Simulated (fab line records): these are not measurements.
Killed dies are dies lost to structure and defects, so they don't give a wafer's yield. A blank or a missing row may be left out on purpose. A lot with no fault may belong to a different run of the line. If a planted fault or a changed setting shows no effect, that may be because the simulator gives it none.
Problem report in the 8D (eight disciplines) form, filled by code ; flow n5_finfet ; the parts of the form that need people (team, actions taken, sign-off) are left out

== 1. THE PROBLEM ==
Mean M3_ILD_THK at N5_BEOL_M3_THK_MEAS_01: 141.9 nm over 4 wafers in 3 lots; fault-free wafers: 79.3 nm, standard deviation 1.2. Relative to the usual mean, that is a shift of +52 standard deviations.
First observed at day 9 17:27: wafer L164.4, on film_metro-01. The record holds 29 wafers of 11 lots with a number at this step. Rule for "out" (also "out of limits"): further than 4 standard deviations from the usual mean. The rest of the wafers with a number are treated as sound.

== 2. WHAT THIS IS AND IS NOT ==
question;is;is not
which readings at this step;M3_ILD_THK;-
which lots;L164, L166, L168;L165, L177, L178, L180, L183, L184, L185, L186
which wafers of those lots;L164.4, L166.2, L168.2, L168.4;L164.1, L164.5, L166.6
read on which gauges;film_metro-01, film_metro-02;-
when;from day 9 17:27;"up to then (5 sound wafers); but 20 sound wafers of L166, L177, L178, L180, L183, L184, L185, L186 came after"

== 3. THE SUSPECTS, EACH WITH WHAT RULES IT OUT ==
Counting: if a tool at a process step up to the reading ran every lot that is out, it stays a suspect. Sound lots after the first of them don't rule it out here, since some wafers of a struck lot are sound.
- the gauge at N5_BEOL_M3_THK_MEAS_01 is ruled out. Those wafers that are out were read across 2 gauges (film_metro-01, film_metro-02).
- pecvd-03 at N5_BEOL_M3_ILD_DEP_00 (deposits SiOC from DEMS/O2, target thk 79 nm, time 15.3 s): kept. Every lot that is out went through it, the first being L164 (day 9 17:23); the last sound lot it ran before that was L165 (day 9 04:54).
The count leaves pecvd-03 at N5_BEOL_M3_ILD_DEP_00.

== 4. THE CAUSE (what the simulator had put in) ==
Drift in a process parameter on pecvd-03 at N5_BEOL_M3_ILD_DEP_00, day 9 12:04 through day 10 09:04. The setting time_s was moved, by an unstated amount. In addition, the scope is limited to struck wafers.
Counting left only this tool.

== 5. THE EFFECT CHAIN, in route order ==
Each row: a reading whose mean over the struck wafers that have a number lies more than 3 standard deviations from the usual. Readings are gone through only where the record gives a usual standard deviation; hours: the median, over the lots, of the time from a lot's start at the first step in this table giving one to that lot's start at this step; sigmas: the change measured in usual standard deviations.
hours;step;reading;usual;on struck wafers;change;sigmas
0;N5_BEOL_M3_THK_MEAS_01;M3_ILD_THK;79.3 nm;141.9;+62.6;+52
181;N5_PASSIVATION_PROBE_49;defect_limited_yield;91.1 %;0.0;-91.1;-65
181;N5_PASSIVATION_PROBE_49;killed_at_M0_to_M3;34;1114;+1080;+99 or more
181;N5_PASSIVATION_PROBE_49;killed_dies;105;1180;+1075;+63
181;N5_PASSIVATION_PROBE_49;killed_on_rim;14;152;+138;+32
181;N5_PASSIVATION_PROBE_49;sort_bin_5_function;5.2 %;96.5;+91.3;+94
181;N5_PASSIVATION_PROBE_49;sort_n_pass;1075;0;-1075;-63
181;N5_PASSIVATION_PROBE_49;sort_yield_pct;91.1 %;0.0;-91.1;-65
Its process steps:
- N5_PASSIVATION_PROBE_49

== 6. HOW IT WOULD HAVE BEEN CAUGHT EARLIER ==
Counted from the fault's start at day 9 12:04, it took 5 hours until the first out-of-limits reading at a measuring or inspecting step in this record, taken at day 9 17:27.
Tool readings at N5_BEOL_M3_ILD_DEP_00 with a usual standard deviation given in the record: none out on any struck wafer, hence no alarm at a limit of 4 standard deviations on them.
Among the 3 lots that are out, L166, L168 began N5_BEOL_M3_ILD_DEP_00 on pecvd-03 after day 9 17:27. A hold on the tool at that time would have spared those 2.
